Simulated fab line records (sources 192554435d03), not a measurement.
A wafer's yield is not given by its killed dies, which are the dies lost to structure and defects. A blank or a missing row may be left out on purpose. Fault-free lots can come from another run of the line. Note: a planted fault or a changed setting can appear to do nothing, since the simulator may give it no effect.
fab line records ; flow n5-finfet
record lots=7; wafers=21
route steps=1938 shown SD_EPI_N@288 SD_EPI_P@321 SD_ACTIVATION@330 SDB@360 HKMG_FIN@395 MOL_CONTACT_COAG@535
start-h: the number of hours between the record's first day and the start of the first shown wafer of the lot ; wait-h: time in hours since the lot's previous step ; " repeats the value in the row above ; L1.1+2: one row covering several wafers at once ; - no value, or no start was given ; * or withheld: withheld ; < > ~ a bound
route shown NAME@n: NAME is a module with steps in the file, n the number in the route of the first one ; usual: mean/standard deviation of fault-free wafers ; same: alike in all rows ; chamber/n: place in a boat ; sites: each site's reading ; _std_site: how widely they spread, as a standard deviation ; _edge_site: inner sites' mean taken away from outer sites' mean ; radius-mm: how far each site lies from the wafer's centre ; mask NAME#n: copy n ; behind: the tool/chamber that last shaped the wafer ; hold: what put the lot on hold/how long, in hours/how the hold closed ; device: transistor that didn't switch, given as n, p or np ; end of line: tests of these same wafers at the route's end ; a step without rows: its recipe alone ; killed: count of dies lost to structure and defects at first sort (not the wafer's yield) ; map: the dies of a wafer, with x for killed, . for not killed, _ for no die there
set.NAME: the setting that was run; set.NAME@STEP: the one run at that earlier step ; model.NAME: the simulator's own value behind a step, which no gauge read
lots with deliberately changed settings; one table per step, one row per wafer
## steps
# step N5_SD_EPI_N_EPI_21
# recipe material=Si:P; dopant=P; temp-c=680; pressure-torr=255; time-s=690
lot.wafer;tool;chamber;start-h;wait-h;set.epi-growth-time-s;model.Si-P_of_SD_EPI_N_EPI_21.thk-nm
L076.1;epi-rpcvd-03;0;68.47;0.2;670.1;57.4
L076.2;epi-rpcvd-03;0;68.47;0.2;690;58.8
L076.4;epi-rpcvd-03;0;68.47;0.2;670.1;58
L079.2;epi-rpcvd-01;0;81.67;0.4;690;59.2
L079.5;epi-rpcvd-01;0;81.67;0.4;653.2;57.6
L079.6;epi-rpcvd-01;0;81.67;0.4;653.2;56.4
L080.1;epi-rpcvd-01;0;85.11;0.1;690;59.8
L080.4+6;epi-rpcvd-01;0;85.11;0.1;690;59.6
L092.4+5;epi-rpcvd-02;0;157.89;0.9;690;59.2
L092.6;epi-rpcvd-02;0;157.89;0.9;655.5;57.2
L093.2+4;epi-rpcvd-01;0;166.08;0.5;669.7;58.4
L093.3;epi-rpcvd-01;0;166.08;0.5;690;59.4
L094.4;epi-rpcvd-03;0;170.75;0.9;690;58.2
L094.5;epi-rpcvd-03;0;170.75;0.9;690;58
L094.6;epi-rpcvd-03;0;170.75;0.9;690;58.8
L096.1;epi-rpcvd-01;0;183.44;0.1;690;58.6
L096.2;epi-rpcvd-01;0;183.44;0.1;690;59.4
L096.4;epi-rpcvd-01;0;183.44;0.1;690;57.8
# step N5_SD_EPI_N_PRECLEAN_24
# recipe chemistry=O3/DIW; time-s=60; temp-c=22; o3-ppm=10
lot.wafer;tool;chamber;start-h;wait-h;set.epi-growth-time-s@SD_EPI_N_EPI_21;model.Si-P_of_SD_EPI_N_EPI_21.thk-nm
L076.1;wet-bench-01;5;70.79;0.0;670.1;57
L076.2;wet-bench-01;2;70.79;0.0;690;58.4
L076.4;wet-bench-01;0;70.79;0.0;670.1;57.6
L079.2;wet-bench-03;0;83.17;0.1;690;58.8
L079.5;wet-bench-03;7;83.17;0.1;653.2;57.2
L079.6;wet-bench-03;6;83.17;0.1;653.2;56
L080.1;wet-bench-03;0;86.87;0.0;690;59.4
L080.4+6;wet-bench-03;3,6;86.87;0.0;690;59.2
L092.4+5;wet-bench-04;6,7;158.81;0.0;690;58.8
L092.6;wet-bench-04;1;158.81;0.0;655.5;56.8
L093.2;wet-bench-04;2;168.02;0.0;669.7;58.2
L093.3;wet-bench-04;1;168.02;0.0;690;59
L093.4;wet-bench-04;0;168.02;0.0;669.7;58
L094.4;wet-bench-04;2;171.68;0.0;690;57.8
L094.5;wet-bench-04;7;171.68;0.0;690;57.6
L094.6;wet-bench-04;1;171.68;0.0;690;58.4
L096.1;wet-bench-03;6;185.19;0.0;690;58.2
L096.2;wet-bench-03;7;185.19;0.0;690;59
L096.4;wet-bench-03;4;185.19;0.0;690;57.6
# step N5_SD_EPI_N_SRD_25
# recipe time-s=30; temp-c=23; rinse-liquid=diw; dry=ipa-marangoni
# step N5_SD_EPI_N_PRECLEAN_49
# recipe chemistry=NF3:NH3; afs-cycles=1; temp-c=30; time-s=20; sublimation-temp-c=180; sublimation-time-s=60; pressure-torr=3; rf-power-w=30
# step N5_SD_EPI_P_EPI_21
# recipe material=SiGe:B; dopant=B; temp-c=550; pressure-torr=20; ambient=H2; time-s=355
# step N5_SD_EPI_P_HM_STRIP_48
# recipe chemistry=H3PO4; temp-c=160; material=SiNx; target=SiNx; target-depth-a=30; overetch-fraction=0.3
lot.wafer;tool;chamber;start-h;wait-h;set.epi-growth-time-s@SD_EPI_N_EPI_21;model.Si-P_of_SD_EPI_N_EPI_21.thk-nm
L076.1;wet-bench-02;3;76.22;0.0;670.1;56.6
L076.2;wet-bench-02;7;76.22;0.0;690;58.2
L076.4;wet-bench-02;0;76.22;0.0;670.1;57.4
L079.2;wet-bench-05;1;87.76;0.0;690;58.6
L079.5;wet-bench-05;6;87.76;0.0;653.2;57
L079.6;wet-bench-05;0;87.76;0.0;653.2;55.8
L080.1+6;wet-bench-05;7,3;92.82;0.0;690;59
L080.4;wet-bench-05;0;92.82;0.0;690;58.8
L092.4+5;wet-bench-02;0,1;163.81;0.0;690;58.6
L092.6;wet-bench-02;2;163.81;0.0;655.5;56.4
L093.2+4;wet-bench-02;2,0;172.61;0.0;669.7;57.8
L093.3;wet-bench-02;5;172.61;0.0;690;58.8
L094.4;wet-bench-05;5;176.27;0.0;690;57.6
L094.5;wet-bench-05;0;176.27;0.0;690;57.2
L094.6;wet-bench-05;2;176.27;0.0;690;58.2
L096.1;wet-bench-02;0;191.21;0.0;690;58
L096.2;wet-bench-02;1;191.21;0.0;690;58.8
L096.4;wet-bench-02;4;191.21;0.0;690;57.2
# step N5_SD_EPI_P_SRD_49
# recipe dry=ipa-marangoni; time-s=30; temp-c=23; rinse-liquid=diw
# step N5_SD_EPI_P_PRECLEAN_24
# recipe chemistry=O3/DIW; time-s=45; temp-c=22; o3-ppm=10
# step N5_SD_ACTIVATION_RTA_00
# recipe temp-c=975; time-s=0; ambient=N2; idle-temp-c=600; ramp-up-c-per-s=150; ramp-down-c-per-s=60; cool-to-c=600
# step N5_SD_ACTIVATION_LSA_01
# recipe temp-c=1080; time-s=0.0008; ambient=N2
# step N5_SD_ACTIVATION_RS_MEAS_03
# recipe thk-meas-gauge=four-point-probe
# usual RS_SD_N=21.95/0.28; RS_SD_P=56.1/0.84
lot.wafer;tool;chamber;start-h;wait-h;set.epi-growth-time-s@SD_EPI_N_EPI_21;RS_SD_N[ohm/sq];RS_SD_P[ohm/sq]
L076.1;film-metro-02;-;76.81;0.2;670.1;22.91;56.3
L076.2;film-metro-02;-;76.81;0.2;690;22.26;55.4
L076.4;film-metro-02;-;76.81;0.2;670.1;22.64;56.7
L079.2;film-metro-02;-;88.35;0.2;690;21.51;56.1
L079.5;film-metro-02;-;88.35;0.2;653.2;22.13;56.4
L079.6;film-metro-02;-;88.35;0.2;653.2;22.73;56.3
L080.1;film-metro-01;-;93.40;0.2;690;21.70;56.2
L080.4;film-metro-01;-;93.40;0.2;690;21.65;55.5
L080.6;film-metro-01;-;93.40;0.2;690;21.70;56.0
L092.4;film-metro-02;-;164.45;0.1;690;21.72;55.5
L092.5;film-metro-02;-;164.45;0.1;690;21.73;56.6
L092.6;film-metro-02;-;164.45;0.1;655.5;22.74;56.4
L093.2;film-metro-02;-;173.33;0.2;669.7;22.11;54.7
L093.3;film-metro-02;-;173.33;0.2;690;21.63;55.2
L093.4;film-metro-02;-;173.33;0.2;669.7;22.10;55.3
L094.4;film-metro-01;-;177.05;0.1;690;22.05;57.0
L094.5;film-metro-01;-;177.05;0.1;690;22.16;56.8
L094.6;film-metro-01;-;177.05;0.1;690;22.01;57.8
L096.1;film-metro-01;-;191.77;0.2;690;22.18;57.1
L096.2;film-metro-01;-;191.77;0.2;690;21.97;57.3
L096.4;film-metro-01;-;191.77;0.2;690;22.40;57.1
# step N5_SDB_ETCH_17
# recipe chemistry=CF4; target=SiARC; target-depth-a=234; mask-material=CAR-ArF; time-s=39; ion-energy-ev=80; pressure-mtorr=40; source-w=545; bias-w=36; Ar_flow_sccm=100; cf4-flow-sccm=100; ends=cleared
# usual rf-vpp-V=184.5/1.1
lot.wafer;tool;chamber;start-h;wait-h;set.bias-w;rf-vpp-V
L076.1;rie-diel-02;3;84.00;0.0;36;184.2
L076.2;rie-diel-02;1;84.00;0.0;31.98;170.9
L076.4;rie-diel-02;0;84.00;0.0;31.98;170.4
L079.2;rie-diel-06;2;96.27;0.0;36;181.4
L079.5;rie-diel-06;3;96.27;0.0;36;183.9
L079.6;rie-diel-06;2;96.27;0.0;33.6;175.5
L080.1;rie-diel-02;2;100.69;0.0;41.12;201.5
L080.4;rie-diel-02;2;100.69;0.0;36;183.8
L080.6;rie-diel-02;0;100.69;0.0;41.12;201.1
L092.4;rie-diel-02;0;171.86;0.0;36;184.9
L092.5;rie-diel-02;3;171.86;0.0;36;185.1
L092.6;rie-diel-02;1;171.86;0.0;36;186.9
L093.2;rie-diel-02;1;180.75;0.0;36;184.7
L093.3;rie-diel-02;3;180.75;0.0;36;184.0
L093.4;rie-diel-02;0;180.75;0.0;39.26;195.4
L094.4;rie-diel-06;0;184.32;0.0;36;183.0
L094.5;rie-diel-06;3;184.32;0.0;36;184.3
L094.6;rie-diel-06;2;184.32;0.0;36;184.1
L096.1;rie-diel-06;0;199.34;0.0;36;184.3
L096.2;rie-diel-06;1;199.34;0.0;36;184.6
L096.4;rie-diel-06;2;199.34;0.0;36;184.0
# step N5_SDB_STRIP_22
# recipe chemistry=N2/H2; power-w=1000; temp-c=250; h2-frac=0.65; overash-fraction=0.3; pressure-mtorr=withheld; n2-flow-sccm=1750; h2-flow-sccm=3250
# usual oes-product-au=0.715/0.0046; strip-time-to-endpoint-s=96.3/0.38
lot.wafer;tool;chamber;start-h;wait-h;set.power-w;oes-product-au;strip-time-to-endpoint-s
L076.1;plasma-asher-02;0;84.27;0.1;1000;0.710;96.2
L076.2;plasma-asher-02;1;84.27;0.1;862.9;0.684;103.0
L076.4;plasma-asher-02;1;84.27;0.1;862.9;0.687;102.6
L079.2;plasma-asher-02;1;96.55;0.1;1116;0.744;91.8
L079.5;plasma-asher-02;1;96.55;0.1;1116;0.739;92.3
L079.6;plasma-asher-02;0;96.55;0.1;1000;0.722;96.3
L080.1;plasma-asher-01;1;100.97;0.1;1000;0.718;95.8
L080.4;plasma-asher-01;0;100.97;0.1;1000;0.717;96.1
L080.6;plasma-asher-01;1;100.97;0.1;1000;0.718;96.2
L092.4;plasma-asher-01;1;172.16;0.1;1164;0.756;90.3
L092.5;plasma-asher-01;1;172.16;0.1;1164;0.757;90.2
L092.6;plasma-asher-01;0;172.16;0.1;1000;0.711;96.5
L093.2;plasma-asher-02;1;181.02;0.1;1110;0.743;92.1
L093.3;plasma-asher-02;0;181.02;0.1;1000;0.702;96.2
L093.4;plasma-asher-02;1;181.02;0.1;1110;0.744;92.0
L094.4;plasma-asher-01;1;184.63;0.1;1000;0.713;95.9
L094.5;plasma-asher-01;1;184.63;0.1;1000;0.717;96.5
L094.6;plasma-asher-01;0;184.63;0.1;1000;0.711;96.4
L096.1;plasma-asher-01;0;199.62;0.1;1000;0.720;95.9
L096.2;plasma-asher-01;1;199.62;0.1;1000;0.716;96.3
L096.4;plasma-asher-01;1;199.62;0.1;1000;0.720;95.9
# step N5_HKMG_FIN_EXPOSE_46
# recipe mask-id=NDIPOLE; na=1.35; source-shape=conventional; sigma-outer=0.8; polarization=unpolarized; dose-mj=40
lot.wafer;tool;chamber;start-h;wait-h;mask;set.dose-mj
L076.1+2;arfi-scanner-02;0;89.25;-;NDIPOLE#0;40
L076.4;arfi-scanner-02;0;89.25;-;NDIPOLE#0;39.1
L079.2+6;arfi-scanner-02;0;101.54;-;NDIPOLE#0;41.97
L079.5;arfi-scanner-02;0;101.54;-;NDIPOLE#0;40
L080.1+4;arfi-scanner-01;0;106.31;-;NDIPOLE#0;40
L080.6;arfi-scanner-01;0;106.31;-;NDIPOLE#0;41.24
L092.4;arfi-scanner-03;0;177.03;-;NDIPOLE#0;40
L092.5+6;arfi-scanner-03;0;177.03;-;NDIPOLE#0;38.31
L093.2+4;arfi-scanner-02;0;187.75;-;NDIPOLE#0;40
L093.3;arfi-scanner-02;0;187.75;-;NDIPOLE#0;42.91
L094.4+5+6;arfi-scanner-02;0;190.20;-;NDIPOLE#0;40
L096.1+4;arfi-scanner-02;0;205.69;-;NDIPOLE#0;42.45
L096.2;arfi-scanner-02;0;205.69;-;NDIPOLE#0;40
# step N5_HKMG_FIN_PEB_47
# recipe peb-temp-c=withheld; peb-time-s=60; resist=CAR-ArF
# step N5_HKMG_FIN_DEVELOP_48
# recipe develop-time-s=30; developer=TMAH; resist=CAR-ArF; rinse-liquid=diw; dry=air-spin; dev-temp-c=23
# step N5_HKMG_FIN_CD_MEAS_49
# recipe target-cd-nm=202; landing-energy-ev=500; detector=se-inlens; polarity=opening
# usual cd-nm=201.8/0.57
lot.wafer;tool;chamber;start-h;wait-h;set.dose-mj@HKMG_FIN_EXPOSE_46;cd-nm
L076.1;cd-sem-01;0;89.38;-;40;202.1
L076.2;cd-sem-01;0;89.38;-;40;201.0
L076.4;cd-sem-01;0;89.38;-;39.1;200.8
L079.2;cd-sem-01;0;101.66;-;41.97;205.5
L079.5;cd-sem-01;0;101.66;-;40;200.9
L079.6;cd-sem-01;0;101.66;-;41.97;204.1
L080.1;cd-sem-01;0;106.44;-;40;202.6
L080.4;cd-sem-01;0;106.44;-;40;201.9
L080.6;cd-sem-01;0;106.44;-;41.24;203.5
L092.4;cd-sem-01;0;177.14;-;40;201.4
L092.5;cd-sem-01;0;177.14;-;38.31;199.1
L092.6;cd-sem-01;0;177.14;-;38.31;199.3
L093.2;cd-sem-01;0;187.87;-;40;202.0
L093.3;cd-sem-01;0;187.87;-;42.91;205.9
L093.4;cd-sem-01;0;187.87;-;40;202.2
L094.4;cd-sem-01;0;190.31;-;40;202.0
L094.5;cd-sem-01;0;190.31;-;40;201.3
L094.6;cd-sem-01;0;190.31;-;40;201.9
L096.1;cd-sem-01;0;205.82;-;42.45;205.3
L096.2;cd-sem-01;0;205.82;-;40;202.0
L096.4;cd-sem-01;0;205.82;-;42.45;205.3
# step N5_HKMG_FIN_DESCUM_53
# recipe chemistry=O2; time-s=7.9; source-power-w=50; bias-power-w=20; pressure-mtorr=20; rf-frequency-hz=2.712e+07; temp-c=40; resist=CAR-ArF; o2-flow-sccm=225
# step N5_HKMG_FIN_ETCH_54
# recipe chemistry=CF4; target=SiARC; target-depth-a=455; mask-material=CAR-ArF; time-s=75.8; ion-energy-ev=80; pressure-mtorr=40; source-w=545; bias-w=36; Ar_flow_sccm=100; cf4-flow-sccm=100; ends=cleared
lot.wafer;tool;chamber;start-h;wait-h;set.dose-mj@HKMG_FIN_EXPOSE_46;model.HKMG_FIN.cd-offset-nm
L076.1;rie-diel-02;3;89.56;0.0;40;0.2
L076.2;rie-diel-02;0;89.56;0.0;40;-0.6
L076.4;rie-diel-02;2;89.56;0.0;39.1;-1.4
L079.2;rie-diel-01;0;101.89;0.0;41.97;3.4
L079.5;rie-diel-01;2;101.89;0.0;40;-1
L079.6;rie-diel-01;1;101.89;0.0;41.97;2
L080.1;rie-diel-02;0;106.56;0.0;40;0.6
L080.4;rie-diel-02;0;106.56;0.0;40;0.2
L080.6;rie-diel-02;1;106.56;0.0;41.24;1.8
L092.4;rie-diel-01;0;177.31;0.0;40;-0.4
L092.5;rie-diel-01;2;177.31;0.0;38.31;-3
L092.6;rie-diel-01;3;177.31;0.0;38.31;-2.8
L093.2;rie-diel-02;0;187.99;0.0;40;0
L093.3;rie-diel-02;2;187.99;0.0;42.91;3.8
L093.4;rie-diel-02;1;187.99;0.0;40;0.6
L094.4;rie-diel-06;1;190.75;0.0;40;-0.4
L094.5;rie-diel-06;1;190.75;0.0;40;-0.8
L094.6;rie-diel-06;2;190.75;0.0;40;0.2
L096.1;rie-diel-01;0;205.94;0.0;42.45;3.2
L096.2;rie-diel-01;2;205.94;0.0;40;-0.2
L096.4;rie-diel-01;3;205.94;0.0;42.45;3
# step N5_HKMG_FIN_ETCH_55
# recipe chemistry=N2/H2; target=SOC; target-depth-a=2400; temp-c=40; time-s=300; ion-energy-ev=200; mask-material=SiARC; pressure-mtorr=30; source-w=840; bias-w=150; n2-flow-sccm=200; h2-flow-sccm=200
lot.wafer;tool;chamber;start-h;wait-h;set.dose-mj@HKMG_FIN_EXPOSE_46;model.HKMG_FIN.cd-offset-nm
L076.1;rie-diel-02;3;89.61;0.0;40;0.4
L076.2;rie-diel-02;0;89.61;0.0;40;-0.4
L076.4;rie-diel-02;2;89.61;0.0;39.1;-1.6
L079.2;rie-diel-01;0;101.94;0.0;41.97;3.6
L079.5;rie-diel-01;2;101.94;0.0;40;-1.6
L079.6;rie-diel-01;1;101.94;0.0;41.97;1.8
L080.1;rie-diel-02;0;106.62;0.0;40;1
L080.4;rie-diel-02;0;106.62;0.0;40;0.6
L080.6;rie-diel-02;1;106.62;0.0;41.24;1.8
L092.4;rie-diel-01;0;177.43;0.1;40;-0.6
L092.5;rie-diel-01;2;177.43;0.1;38.31;-3.2
L092.6;rie-diel-01;3;177.43;0.1;38.31;-2.2
L093.2;rie-diel-02;0;188.04;0.0;40;0
L093.3;rie-diel-02;2;188.04;0.0;42.91;3.6
L093.4;rie-diel-02;1;188.04;0.0;40;0.2
L094.4;rie-diel-06;1;190.81;0.0;40;-0.2
L094.5;rie-diel-06;1;190.81;0.0;40;-0.8
L094.6;rie-diel-06;2;190.81;0.0;40;0.6
L096.1;rie-diel-01;0;206.00;0.0;42.45;3.4
L096.2;rie-diel-01;2;206.00;0.0;40;-0.6
L096.4;rie-diel-01;3;206.00;0.0;42.45;3.2
# step N5_MOL_CONTACT_COAG_CONTACT_ETCH_14
# recipe chemistry=C4F6/O2; target=SiO2; target-depth-a=275; overetch-a=85; mask-material=SOC; pressure-mtorr=30; source-w=370; bias-w=185; Ar_flow_sccm=300; C4F6_flow_sccm=16; O2_flow_sccm=10; time-s=20; ion-energy-ev=259.6
# usual rf-vpp-V=694.3/3
lot.wafer;tool;chamber;start-h;wait-h;set.source-w;rf-vpp-V
L076.1;rie-diel-02;0;106.02;0.0;433.8;660.7
L076.2;rie-diel-02;1;106.02;0.0;433.8;666.6
L076.4;rie-diel-02;0;106.02;0.0;370;694.9
L079.2;rie-diel-06;0;118.28;0.0;328.1;715.8
L079.5;rie-diel-06;3;118.28;0.0;370;692.8
L079.6;rie-diel-06;0;118.28;0.0;370;691.7
L080.1;rie-diel-01;1;123.92;0.0;405.4;677.9
L080.4;rie-diel-01;3;123.92;0.0;405.4;675.3
L080.6;rie-diel-01;2;123.92;0.0;370;695.1
L092.4;rie-diel-02;3;193.38;0.0;370;694.6
L092.5;rie-diel-02;3;193.38;0.0;370;694.8
L092.6;rie-diel-02;0;193.38;0.0;370;695.3
L093.2;rie-diel-06;0;204.41;0.0;370;689.7
L093.3;rie-diel-06;3;204.41;0.0;370;690.7
L093.4;rie-diel-06;1;204.41;0.0;370;694.6
L094.4;rie-diel-06;3;206.27;0.0;370;691.1
L094.5;rie-diel-06;0;206.27;0.0;370;689.7
L094.6;rie-diel-06;3;206.27;0.0;370;690.9
L096.1;rie-diel-06;1;221.70;0.0;337.6;718.5
L096.2;rie-diel-06;3;221.70;0.0;370;692.7
L096.4;rie-diel-06;2;221.70;0.0;370;690.8
# step N5_MOL_CONTACT_COAG_VIA_ETCH_46
# recipe chemistry=C4F6/O2; target-depth-a=460; overetch-a=92; mask-material=SOC; target=SiO2; bias-w=455; pressure-mtorr=10; time-s=40; source-w=325; Ar_flow_sccm=300; C4F6_flow_sccm=10; O2_flow_sccm=10; ion-energy-ev=575.3; ends=end-point
# usual rf-vpp-V=1608/24
lot.wafer;tool;chamber;start-h;wait-h;set.bias-w;rf-vpp-V
L076.1;rie-diel-01;2;116.34;0.0;455;1616
L076.2;rie-diel-01;1;116.34;0.0;397;1466
L076.4;rie-diel-01;3;116.34;0.0;397;1438
L079.2;rie-diel-01;2;127.52;0.0;455;1617
L079.5;rie-diel-01;0;127.52;0.0;455;1585
L079.6;rie-diel-01;3;127.52;0.0;455;1593
L080.1;rie-diel-02;2;135.50;0.0;455;1661
L080.4;rie-diel-02;1;135.50;0.0;455;1588
L080.6;rie-diel-02;1;135.50;0.0;455;1587
L092.4;rie-diel-01;2;204.26;0.0;374.6;1397
L092.5;rie-diel-01;2;204.26;0.0;455;1615
L092.6;rie-diel-01;1;204.26;0.0;455;1625
L093.2;rie-diel-06;0;215.15;0.0;455;1611
L093.3;rie-diel-06;1;215.15;0.0;508.4;1755
L093.4;rie-diel-06;3;215.15;0.0;508.4;1759
L094.4;rie-diel-02;3;215.94;0.0;455;1574
L094.5;rie-diel-02;1;215.94;0.0;455;1586
L094.6;rie-diel-02;2;215.94;0.0;455;1660
L096.1;rie-diel-02;3;231.93;0.0;455;1574
L096.2;rie-diel-02;1;231.93;0.0;455;1588
L096.4;rie-diel-02;2;231.93;0.0;455;1659
## key
split step=N5_SD_EPI_N_EPI_21; setting=epi-growth-time-s; stated=690; by=wafer
response step=N5_SD_EPI_N_EPI_21; reading=model.Si-P_of_SD_EPI_N_EPI_21.thk-nm; change=+0.395; per=1%; r=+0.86
response step=N5_SD_EPI_N_PRECLEAN_24; reading=model.Si-P_of_SD_EPI_N_EPI_21.thk-nm; change=+0.391; per=1%; r=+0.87
response step=N5_SD_EPI_P_HM_STRIP_48; reading=model.Si-P_of_SD_EPI_N_EPI_21.thk-nm; change=+0.414; per=1%; r=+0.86
response step=N5_SD_ACTIVATION_RS_MEAS_03; reading=RS_SD_N; change=-0.183; per=1%; r=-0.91
split step=N5_SDB_ETCH_17; setting=bias-w; stated=36; by=wafer
response step=N5_SDB_ETCH_17; reading=rf-vpp-V; change=+1.21; per=1%; r=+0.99
split step=N5_SDB_STRIP_22; setting=power-w; stated=1000; by=wafer
response step=N5_SDB_STRIP_22; reading=oes-product-au; change=+0.00249; per=1%; r=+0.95
response step=N5_SDB_STRIP_22; reading=strip-time-to-endpoint-s; change=*; per=1%; r=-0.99
split step=N5_HKMG_FIN_EXPOSE_46; setting=dose-mj; stated=40; by=wafer
response step=N5_HKMG_FIN_CD_MEAS_49; reading=cd-nm; change=+0.555; per=1%; r=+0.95
response step=N5_HKMG_FIN_ETCH_54; reading=model.HKMG_FIN.cd-offset-nm; change=+0.554; per=1%; r=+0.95
response step=N5_HKMG_FIN_ETCH_55; reading=model.HKMG_FIN.cd-offset-nm; change=+0.585; per=1%; r=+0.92
split step=N5_MOL_CONTACT_COAG_CONTACT_ETCH_14; setting=source-w; stated=370; by=wafer
response step=N5_MOL_CONTACT_COAG_CONTACT_ETCH_14; reading=rf-vpp-V; change=-2.05; per=1%; r=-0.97
split step=N5_MOL_CONTACT_COAG_VIA_ETCH_46; setting=bias-w; stated=455; by=wafer
response step=N5_MOL_CONTACT_COAG_VIA_ETCH_46; reading=rf-vpp-V; change=+12.6; per=1%; r=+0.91
